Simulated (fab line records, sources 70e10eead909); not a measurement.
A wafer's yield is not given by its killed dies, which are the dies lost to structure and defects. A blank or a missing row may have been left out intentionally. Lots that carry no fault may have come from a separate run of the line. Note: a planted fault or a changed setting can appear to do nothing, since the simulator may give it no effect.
Which tool was responsible? -- flow nandHarc -- 18 wafers from 6 lots sampled at 3 of the route's 1302 steps

## WHAT THE GAUGES READ, wafer by wafer
NHARC_A_SOURCE_PLATE_THK_MEAS_09: measures by ellipsometry.
lot,measured,on,thkNm (nm)
L780,day 7 17:02,filmMetro-01,9.9 10.3 10.8
L789,day 11 07:11,filmMetro-01,9.6 8.9 10.7
L791,day 11 22:43,filmMetro-01,11.7 10.2 9.3
L795,day 13 17:52,filmMetro-01,9.5 8.0 10.5
L797,day 14 12:48,filmMetro-02,9.0 10.3 10.8
L802,day 16 19:02,filmMetro-01,11.5 10.8 9.7

## EACH LOT AND THE TOOL THAT RAN IT (in order: tool; ch and the chambers of the sampled wafers; start)
lot,NHARC_P_BONDPAD_CMP_19,NHARC_A_ZERO_WELL_ETCH_19
L780,"cmp-03 ch 0,3, day 7 06:47","rieDiel-09 ch 0,1,3, day 7 08:55"
L789,"cmp-03 ch 1,2,3, day 10 20:39","rieDiel-03 ch 0,1,3, day 10 22:37"
L791,"cmp-01 ch 1,2,3, day 11 14:37","rieDiel-13 ch 0,1,3, day 11 16:39"
L795,"cmp-03 ch 0,1, day 13 07:46","rieDiel-09 ch 2,3, day 13 09:52"
L797,"cmp-01 ch 0,1,3, day 14 02:11","rieDiel-03 ch 1,2, day 14 04:17"
L802,"cmp-03 ch 1,2,3, day 16 08:10","rieDiel-13 ch 1,3, day 16 10:21"
- NHARC_P_BONDPAD_CMP_19: polishes, t overpolish 30 s, cu recess touch 16 s, target thk 160.81 nm.
- NHARC_A_ZERO_WELL_ETCH_19: etches the open film in N2/H2, target depth 80 nm, overetch 24 nm, time 87.88 s.

## THE ANSWER, worked out from the rows above alone
Rule: the usual values come from the lots themselves. Put in order of their means at a reading, lots are off if they are a third of the lots or fewer, leave a main group of 4 or more, and stand apart from it by a gap of 3 or more times the standard deviation of the main group's means; of several such gaps the widest counts. If all means in a main group match to the digits the tables above print for the reading, that group is not used. Also off: a lot with no number at a reading for which 4 or more lots have one. Any other lot the step has rows for is counted as sound.
None of the lots is off at any reading shown; this tells nothing.

## WHAT THE SIMULATOR HAD PUT IN
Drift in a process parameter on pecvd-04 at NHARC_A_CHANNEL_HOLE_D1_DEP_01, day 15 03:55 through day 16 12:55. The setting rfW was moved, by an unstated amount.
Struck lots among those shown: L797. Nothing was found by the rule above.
